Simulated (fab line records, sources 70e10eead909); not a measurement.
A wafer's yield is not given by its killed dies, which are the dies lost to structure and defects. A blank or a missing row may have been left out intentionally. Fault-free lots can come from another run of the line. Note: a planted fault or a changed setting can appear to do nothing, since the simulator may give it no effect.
Matching of chambers | flow nand-harc | NHARC_A_CONTACT_DEP_85 on pecvd-01 has 3 sister chambers
The step deposits SiON, target thk 60 nm. 3 wafers are shown with their chamber, then 8 later ones without.

== WAFERS, EACH WITH ITS CHAMBER ==
wafer  | chamber | heater-power-w (W)
L082.4 | 1       | 747
L082.5 | 2       | 622
L091.2 | 0       | 820

== WAFERS WHOSE CHAMBER IS MISSING ==
wafer  | heater-power-w (W)
L091.4 | 838
L091.6 | 707
L093.1 | 852
L093.2 | 800
L093.4 | 813
L095.3 | 798
L095.5 | 807
L095.6 | 882

== WHICH CHAMBER EACH WENT THROUGH ==
wafer  | from the rows above     | in truth
L091.4 | 0                       | 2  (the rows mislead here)
L091.6 | can't be placed: 1 or 2 | 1
L093.1 | 0                       | 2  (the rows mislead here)
L093.2 | can't be placed: 0 or 1 | 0
L093.4 | can't be placed: 0 or 1 | 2
L095.3 | can't be placed: 0 or 1 | 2
L095.5 | can't be placed: 0 or 1 | 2
L095.6 | 0                       | 0
1 of 8 placed correctly. Not placeable from these rows: 5 (in 2, the candidates include the true chamber). Placed wrongly: 2.
How it was worked out, from the rows above alone: a wafer's distance from a chamber is the root of the sum, over the readings, of the square of ((its reading less the chamber's mean) divided by the reading's scatter). If the next closest chamber is less than 2 further off than the closest, the wafer can't be placed; otherwise it belongs to the closest. A chamber's mean is the mean of its shown wafers. The scatter: with one shown wafer a chamber, the root of the mean of the squares of how far each hidden wafer lies from its nearest shown one.
